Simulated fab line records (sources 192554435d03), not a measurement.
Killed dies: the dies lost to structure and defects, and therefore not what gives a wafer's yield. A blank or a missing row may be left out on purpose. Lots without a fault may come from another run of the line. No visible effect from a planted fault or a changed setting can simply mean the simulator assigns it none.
Matching of chambers | flow n5_finfet | cmp-02 running N5_BEOL_M3_CMP_52: 4 sister chambers
The step polishes, stops on SiOC, t overpolish 6.8 s, target thk 40 nm. 4 wafers are shown with their chamber, then 9 later ones without.

== WAFERS, EACH WITH ITS CHAMBER ==
wafer  | chamber | motor_current_A (A)
L083.4 | 2       | 6.9
L085.5 | 3       | 5.7
L088.1 | 0       | 7.3
L088.5 | 1       | 6.6

== WAFERS MISSING THEIR CHAMBER ==
wafer  | motor_current_A (A)
L089.2 | 6.9
L089.4 | 6.6
L089.6 | 6.5
L093.2 | 5.6
L093.3 | 7.2
L093.5 | 7.4
L095.1 | 6.6
L095.3 | 5.8
L095.6 | 6.5

== THE CHAMBER EACH PASSED THROUGH ==
wafer  | from the rows above | in truth
L089.2 | 2                   | 2
L089.4 | 1                   | 1
L089.6 | 1                   | 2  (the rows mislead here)
L093.2 | 3                   | 3
L093.3 | 0                   | 0
L093.5 | 0                   | 0
L095.1 | 1                   | 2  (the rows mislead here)
L095.3 | 3                   | 3
L095.6 | 1                   | 1
Placed correctly: 7 of 9. From these rows, 0 cannot be placed. Number placed wrongly: 2.
How it was worked out, from the rows above alone: a wafer's distance from a chamber is the root of the sum, over the readings, of the square of ((its reading less the chamber's mean) divided by the reading's scatter). The wafer belongs to the nearest chamber; if the next one is less than 2 further off, it can't be placed. The mean given for a chamber averages the wafers shown for that chamber. The scatter: root of mean squared gap, hidden wafer to nearest shown wafer, with one shown wafer a chamber.
